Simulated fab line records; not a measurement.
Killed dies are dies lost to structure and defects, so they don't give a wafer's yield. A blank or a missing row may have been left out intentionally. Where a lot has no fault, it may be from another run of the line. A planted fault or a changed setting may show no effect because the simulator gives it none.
Matching of chambers ; flow nand harc ; NHARC_A_ZERO_WELL_DESCUM_12 on rie diel-12: 4 sister chambers
The step chemistry O2, time 3 s. 48 wafers are shown with their chamber, then 12 later ones without.

WAFERS PAIRED WITH THEIR CHAMBERS
wafer;chamber;showerhead plenum p Torr (Torr);drypump motor current A (A);oes product au (a.u.)
L074.1;1;2.04;5.6;1.005
L074.3;0;1.86;6.3;1.010
L074.5;1;2.04;5.6;0.999
L075.2;3;2.07;5.7;1.007
L075.3;0;1.86;6.2;1.004
L075.4;1;2.04;5.6;0.989
L077.1;2;1.80;5.1;1.015
L077.2;1;2.04;5.6;0.992
L077.6;2;1.80;5.2;1.014
L078.2;1;2.04;5.6;0.984
L078.4;3;2.07;5.7;1.004
L078.6;3;2.07;5.7;1.009
L079.3;0;1.86;6.2;0.997
L079.5;0;1.86;6.2;1.003
L079.6;1;2.04;5.6;0.986
L080.1;3;2.07;5.7;1.011
L080.4;0;1.86;6.2;0.994
L080.5;0;1.86;6.2;0.993
L081.2;2;1.80;5.1;1.008
L081.3;1;2.04;5.6;1.003
L081.6;0;1.86;6.2;1.006
L082.1;3;2.07;5.7;1.012
L082.4;0;1.86;6.2;1.004
L082.5;2;1.80;5.1;1.011
L083.1;1;2.04;5.6;0.998
L083.3;3;2.07;5.7;1.015
L083.5;1;2.03;5.6;1.004
L084.1;2;1.80;5.1;1.019
L084.3;1;2.03;5.6;0.993
L084.5;2;1.80;5.1;1.023
L085.2;2;1.80;5.1;1.033
L085.3;0;1.86;6.2;1.008
L085.6;0;1.86;6.2;1.003
L088.1;1;2.03;5.6;0.990
L088.3;0;1.86;6.2;0.995
L088.5;3;2.07;5.7;0.992
L089.3;1;2.03;5.6;0.973
L089.5;1;2.03;5.6;0.978
L089.6;2;1.80;5.1;1.018
L090.1;1;2.03;5.6;0.987
L090.2;2;1.80;5.1;1.014
L090.4;2;1.80;5.2;1.011
L091.4;3;2.07;5.7;0.990
L091.5;0;1.86;6.2;0.992
L091.6;1;2.03;5.6;0.977
L092.4;1;2.03;5.6;0.993
L092.5;2;1.80;5.1;1.011
L092.6;1;2.03;5.6;0.984

SIGNATURES, as means of the wafers listed above
reading;chamber 0;chamber 1;chamber 2;chamber 3;scatter within a chamber
showerhead plenum p Torr;1.8600;2.0347;1.8000;2.0700;0.0031
drypump motor current A;6.208;5.600;5.118;5.700;0.0241
oes product au;1.00075;0.99029;1.01609;1.00500;0.00823
Rule: a wafer's distance from a chamber is the root of the sum, over the readings, of the square of ((its reading less the chamber's mean) divided by the reading's scatter). If the next closest chamber is less than 2 further off than the closest, the wafer can't be placed; otherwise it belongs to the closest. The scatter is the square root of a quotient: the sum, over the shown wafers, of each reading's squared deviation from its chamber's mean, divided by wafers minus chambers.

WAFERS WITHOUT THEIR CHAMBER
wafer;showerhead plenum p Torr (Torr);drypump motor current A (A);oes product au (a.u.)
L095.2;1.86;6.2;0.994
L095.4;2.07;5.7;0.998
L095.6;2.03;5.6;0.977
L095.1;1.80;5.1;1.005
L095.3;2.03;5.6;0.969
L095.5;1.86;6.2;0.986
L096.1;2.07;5.7;1.007
L096.4;1.80;5.1;1.005
L096.6;1.86;6.2;1.007
L097.1;1.86;6.2;0.997
L097.3;1.80;5.1;0.996
L097.4;2.03;5.6;0.977

CHAMBER TAKEN BY EACH
wafer;from the rows above;in truth
L095.2;0;0
L095.4;3;3
L095.6;1;1
L095.1;2;2
L095.3;1;1
L095.5;0;0
L096.1;3;3
L096.4;2;2
L096.6;0;0
L097.1;0;0
L097.3;2;2
L097.4;1;1
Placed correctly: 12 of 12. Left unplaced by these rows: 0. Number placed wrongly: 0.
